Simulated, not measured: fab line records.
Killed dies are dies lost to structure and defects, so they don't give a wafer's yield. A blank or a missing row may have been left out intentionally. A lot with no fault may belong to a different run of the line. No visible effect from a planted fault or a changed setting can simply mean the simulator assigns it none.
Split-lot study :: flow n5-finfet :: 21 wafers read across 7 lots, on a route 1938 steps long

## ABOUT THE SPLIT
At N5_BEOL_M13_ETCH_68 (etches SOC in N2/H2, time 355 s), the setting time-s was moved away from the recipe's 355 s on 9 of the 21 wafers read, by -6.2% to +22.0%. For the rest of the wafers, this setting stayed at what the recipe calls for.

Reading taken at the split's own step.

## THE READING
SiARC_of_BEOL_M13_COAT_66.thk-nm (the simulator's own value, which no gauge read), in nm, at N5_BEOL_M13_ETCH_68 (etches SOC in N2/H2, time 355 s). No usual value for it is given in the file. Average 77.1 nm, standard deviation 0.58 nm, over the 12 wafers here run with the recipe.

wafer: L077.1
tool, chamber at the split: rie-diel-04, 1
time-s as run, s: 431.7
against the recipe: +21.6%
SiARC_of_BEOL_M13_COAT_66.thk-nm, nm: 70.2
against lot-mates on the recipe: -7.6

wafer: L077.2
tool, chamber at the split: rie-diel-04, 0
time-s as run, s: 355
against the recipe: recipe
SiARC_of_BEOL_M13_COAT_66.thk-nm, nm: 77.8
against lot-mates on the recipe: -

wafer: L077.6
tool, chamber at the split: rie-diel-04, 2
time-s as run, s: 431.7
against the recipe: +21.6%
SiARC_of_BEOL_M13_COAT_66.thk-nm, nm: 70.4
against lot-mates on the recipe: -7.4

wafer: L081.2
tool, chamber at the split: rie-diel-04, 0
time-s as run, s: 355
against the recipe: recipe
SiARC_of_BEOL_M13_COAT_66.thk-nm, nm: 77
against lot-mates on the recipe: -

wafer: L081.4
tool, chamber at the split: rie-diel-04, 1
time-s as run, s: 355
against the recipe: recipe
SiARC_of_BEOL_M13_COAT_66.thk-nm, nm: 77.2
against lot-mates on the recipe: -

wafer: L081.5
tool, chamber at the split: rie-diel-04, 0
time-s as run, s: 333
against the recipe: -6.2%
SiARC_of_BEOL_M13_COAT_66.thk-nm, nm: 79.2
against lot-mates on the recipe: +2.1

wafer: L083.4
tool, chamber at the split: rie-diel-01, 2
time-s as run, s: 355
against the recipe: recipe
SiARC_of_BEOL_M13_COAT_66.thk-nm, nm: 77.6
against lot-mates on the recipe: -

wafer: L083.5
tool, chamber at the split: rie-diel-01, 1
time-s as run, s: 355
against the recipe: recipe
SiARC_of_BEOL_M13_COAT_66.thk-nm, nm: 77.4
against lot-mates on the recipe: -

wafer: L083.6
tool, chamber at the split: rie-diel-01, 2
time-s as run, s: 355
against the recipe: recipe
SiARC_of_BEOL_M13_COAT_66.thk-nm, nm: 78
against lot-mates on the recipe: -

wafer: L084.1
tool, chamber at the split: rie-diel-01, 0
time-s as run, s: 355
against the recipe: recipe
SiARC_of_BEOL_M13_COAT_66.thk-nm, nm: 76.2
against lot-mates on the recipe: -

wafer: L084.4
tool, chamber at the split: rie-diel-01, 2
time-s as run, s: 384
against the recipe: +8.2%
SiARC_of_BEOL_M13_COAT_66.thk-nm, nm: 73.8
against lot-mates on the recipe: -2.4

wafer: L084.6
tool, chamber at the split: rie-diel-01, 3
time-s as run, s: 384
against the recipe: +8.2%
SiARC_of_BEOL_M13_COAT_66.thk-nm, nm: 74.4
against lot-mates on the recipe: -1.8

wafer: L088.1
tool, chamber at the split: rie-diel-04, 0
time-s as run, s: 355
against the recipe: recipe
SiARC_of_BEOL_M13_COAT_66.thk-nm, nm: 77.4
against lot-mates on the recipe: -

wafer: L088.2
tool, chamber at the split: rie-diel-04, 3
time-s as run, s: 355
against the recipe: recipe
SiARC_of_BEOL_M13_COAT_66.thk-nm, nm: 76
against lot-mates on the recipe: -

wafer: L088.5
tool, chamber at the split: rie-diel-04, 1
time-s as run, s: 355
against the recipe: recipe
SiARC_of_BEOL_M13_COAT_66.thk-nm, nm: 77.2
against lot-mates on the recipe: -

wafer: L090.2
tool, chamber at the split: rie-diel-05, 1
time-s as run, s: 388.4
against the recipe: +9.4%
SiARC_of_BEOL_M13_COAT_66.thk-nm, nm: 73.6
against lot-mates on the recipe: -3.0

wafer: L090.3
tool, chamber at the split: rie-diel-05, 2
time-s as run, s: 355
against the recipe: recipe
SiARC_of_BEOL_M13_COAT_66.thk-nm, nm: 76.6
against lot-mates on the recipe: -

wafer: L090.6
tool, chamber at the split: rie-diel-05, 0
time-s as run, s: 388.4
against the recipe: +9.4%
SiARC_of_BEOL_M13_COAT_66.thk-nm, nm: 72.4
against lot-mates on the recipe: -4.2

wafer: L092.1
tool, chamber at the split: rie-diel-04, 0
time-s as run, s: 355
against the recipe: recipe
SiARC_of_BEOL_M13_COAT_66.thk-nm, nm: 77.2
against lot-mates on the recipe: -

wafer: L092.4
tool, chamber at the split: rie-diel-04, 1
time-s as run, s: 433.2
against the recipe: +22.0%
SiARC_of_BEOL_M13_COAT_66.thk-nm, nm: 69.8
against lot-mates on the recipe: -7.4

wafer: L092.5
tool, chamber at the split: rie-diel-04, 3
time-s as run, s: 433.2
against the recipe: +22.0%
SiARC_of_BEOL_M13_COAT_66.thk-nm, nm: 68.8
against lot-mates on the recipe: -8.4

FIT RESULTS
A straight line over all 21 wafers: SiARC_of_BEOL_M13_COAT_66.thk-nm changes by -0.342 nm for each +1% of time-s; r = -0.98; the points scatter about the line by 0.64 nm.
The same after taking each lot's own level away (the mean of its wafers on the recipe; 21 wafers): -0.351 nm for each +1%; r = -0.99; scatter 0.47 nm.
That fit puts the effect of the largest move of time-s on the reading at 7.7 nm.
The lots' own levels span 76.20 to 77.80 nm, that is 2.8 times the standard deviation above.
The two slopes are in agreement: the lot-to-lot level therefore moves the slope only a little.
Check: -7.78 nm against its lot-mates is what the line predicts for one of the wafers moved furthest among these (+22.0%) when that wafer is left out of the fit. Against them it came out at -7.4 nm.

## FILE'S OWN FIT
SiARC_of_BEOL_M13_COAT_66.thk-nm changes by -0.349 nm for each +1% of time-s, r = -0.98.
